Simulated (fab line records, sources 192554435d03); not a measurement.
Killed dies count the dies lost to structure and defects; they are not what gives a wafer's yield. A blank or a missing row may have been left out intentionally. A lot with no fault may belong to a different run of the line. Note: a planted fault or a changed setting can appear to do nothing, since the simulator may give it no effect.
Comparing a struck lot with a sound one | flow n5_finfet | 28 steps out of a route of 1938
Sound: these wafers, L303.3, L303.4, L303.5. Wafers struck: L300.2, L300.3, L300.6. The cause comes at the end.
Each step with rows lists, per side, the tool, then ch with its chambers, then its first start. Under that, the readings that differ: sound wafers | struck wafers | difference of the means | sigmas: that difference in standard deviations of wafers without a fault.
alike: readings whose means differ by less than 2 such deviations, and words and numbers that are the same on both sides. not compared: withheld readings, readings that some wafer has no value for, bounds like >300 that may hide the same value, and numbers for which the record gives no deviation and whose values overlap.
The two part at a step that has a row with sigmas, a row that says differs or no value, or rows on one side only. When numbers do not overlap yet have no deviation, they are printed without sigmas and do not part them. Lack of a reading on every wafer of one side parts them only where that side has two or more wafers.

first, 9 steps without rows for these wafers: N5_MOL_CONTACT_COAG_COAT_64 (time 60 s, resist thk 10 nm); N5_MOL_CONTACT_COAG_COAT_34 (resist thk 40 nm); N5_MOL_CONTACT_COAG_EBR_36; N5_MOL_CONTACT_COAG_SOFTBAKE_35 (time 60 s); N5_MOL_CONTACT_COAG_EXPOSE_37 (exposes mask VD, defocus 0 nm); N5_MOL_CONTACT_COAG_PEB_38 (peb time 60 s); N5_MOL_CONTACT_COAG_DEVELOP_39 (develop time 30 s); N5_MOL_CONTACT_COAG_DESCUM_45 (chemistry O2, time 7 s); N5_MOL_CONTACT_COAG_ETCH_65 (etches underlayer in N2/H2, target depth 13 nm, time 10.4 s).
N5_MOL_CONTACT_COAG_ETCH_66: etches SiARC in CF4, target depth 13 nm, time 21.7 s.
  sound on rie_diel-05 ch 0,1, day 10 03:13; struck on rie_diel-03 ch 2,3, day 9 08:16
  no value came back on the struck wafers for any of 9 readings (bias_w (W), cf4_flow_sccm (sccm) and others); on the sound wafers bias_w (W) reads 36.12 35.94 35.96
  reading                                               | sound      | struck         | difference | sigmas
  model.CAR-EUV_of_MOL_CONTACT_COAG_COAT_34.thk_nm (nm) | 17.2 17 17 | 24.6 24.6 24.6 | +7.5       |
  not compared: rf_hours_counter_h
then, 1 step without rows for these wafers: N5_MOL_CONTACT_COAG_ALD_133 (deposits SiO2, target thk 5 nm, pulse time 1 s, co reactant pulse time 1 s).
N5_MOL_CONTACT_COAG_ETCHBACK_134: etches SiO2 in CHF3, target depth 10 nm, time 6.7 s.
  sound on rie_diel-04 ch 1,2,3, day 10 03:45; struck on rie_diel-03 ch 1,2, day 9 08:37
  reading                                               | sound          | struck         | difference | sigmas
  oes_product_au (a.u.)                                 | 0.77 0.68 0.69 | 0.26 0.32 0.31 | -0.42      | -5
  model.CAR-EUV_of_MOL_CONTACT_COAG_COAT_34.thk_nm (nm) | 15.8 15.6 15.6 | 23.2 23.2 23.2 | +7.5       |
  alike: drypump_motor_current_A, mfc_ar_sccm, rf_vpp_V, showerhead_plenum_p_Torr, throttle_valve_pct
  not compared: rf_hours_counter_h
N5_MOL_CONTACT_COAG_ETCH_67: etches SOC in N2/H2, target depth 60 nm, overetch 21 nm, time 101.2 s.
  sound on rie_diel-04 ch 1,2,3, day 10 03:47; struck on rie_diel-03 ch 1,2, day 9 08:39
  reading               | sound             | struck            | difference | sigmas
  oes_product_au (a.u.) | 0.66 0.57 0.58    | 0.27 0.32 0.31    | -0.30      | -5
  temp_c (C)            | 39.83 40.05 39.87 | 40.10 40.10 40.19 | +0.21      | +2
  alike: bias_w, chamber_pressure_mTorr, drypump_motor_current_A, h2_flow_sccm, n2_flow_sccm, rf_vpp_V, showerhead_plenum_p_Torr, throttle_valve_pct
  not compared: rf_hours_counter_h
then, 11 steps without rows for these wafers: N5_MOL_CONTACT_COAG_STRIP_68 (strips in N2/H2); N5_MOL_CONTACT_COAG_STRIP_69 (strips in N2/H2); N5_MOL_CONTACT_COAG_ETCHBACK_136 (etches SiO2 in CHF3, target depth 25 nm, time 16.7 s); N5_MOL_CONTACT_COAG_STRIP_120 (strips in CHF3); N5_MOL_CONTACT_COAG_VIA_ETCH_117 (etches SiO2 in C4F6/O2, target depth 40 nm, overetch 8 nm, time 26 s); N5_MOL_CONTACT_COAG_ETCH_124 (etches SiNx in CH3F/O2, stops on SiOC, target depth 6.5 nm); N5_MOL_CONTACT_COAG_ETCH_48 (etches SiOC in C4F6/O2, target depth 15 nm, overetch 4.5 nm, time 17 s); N5_MOL_CONTACT_COAG_STRIP_72 (strips in N2/H2); N5_MOL_CONTACT_COAG_STRIP_49 (strips in N2/H2, time 30 s); N5_MOL_CONTACT_COAG_PRECLEAN_138 (cleans in alkaline clean, time 60 s); N5_MOL_CONTACT_COAG_SRD_139 (time 30 s).
N5_MOL_CONTACT_COAG_CD_MEAS_101: target cd 16 nm.
  sound: cd_sem-02 at day 10 04:16; struck: cd_sem-03 at day 9 09:08
  reading    | sound          | struck | difference                    | sigmas
  cd_nm (nm) | 16.0 15.6 15.7 | - - -  | no value on the struck wafers |
next, for these wafers, 1 step has no rows: N5_MOL_CONTACT_COAG_PRE_CLEAN_121.
N5_BEOL_M4_RC_MEAS_101:
  the record has rows for the sound wafers here (prober-02 ch 0, day 13 14:25) and none for the struck ones
-- the record jumps here: 8 days lie between the struck wafers' starts before and after (it left off in module BEOL_M4 and takes up again in module PASSIVATION, whose first step shown is number 1936 of the route) --
N5_PASSIVATION_PROBE_49:
  sound: prober-02 at day 18 01:44; struck: prober-01 at day 16 21:37
  reading            | sound      | struck         | difference | sigmas
  killed_at_M0_to_M3 | 78 42 66   | 29 30 39       | -29        | -3
  killed_at_contacts | 8 5 4      | 1109 1089 1088 | +1090      | +99 or more
  killed_dies        | 131 90 127 | 1180 1180 1180 | +1064      | +63
  killed_on_rim      | 21 9 20    | 152 152 152    | +135       | +33
  alike: killed_at_M4_up, killed_at_front_end, killed_at_other, killed_open, killed_short

## WHERE THEY PART
Last at N5_PASSIVATION_PROBE_49 as far as this record goes, first at N5_MOL_CONTACT_COAG_ETCH_66.

WHY: what had been put in by the simulator
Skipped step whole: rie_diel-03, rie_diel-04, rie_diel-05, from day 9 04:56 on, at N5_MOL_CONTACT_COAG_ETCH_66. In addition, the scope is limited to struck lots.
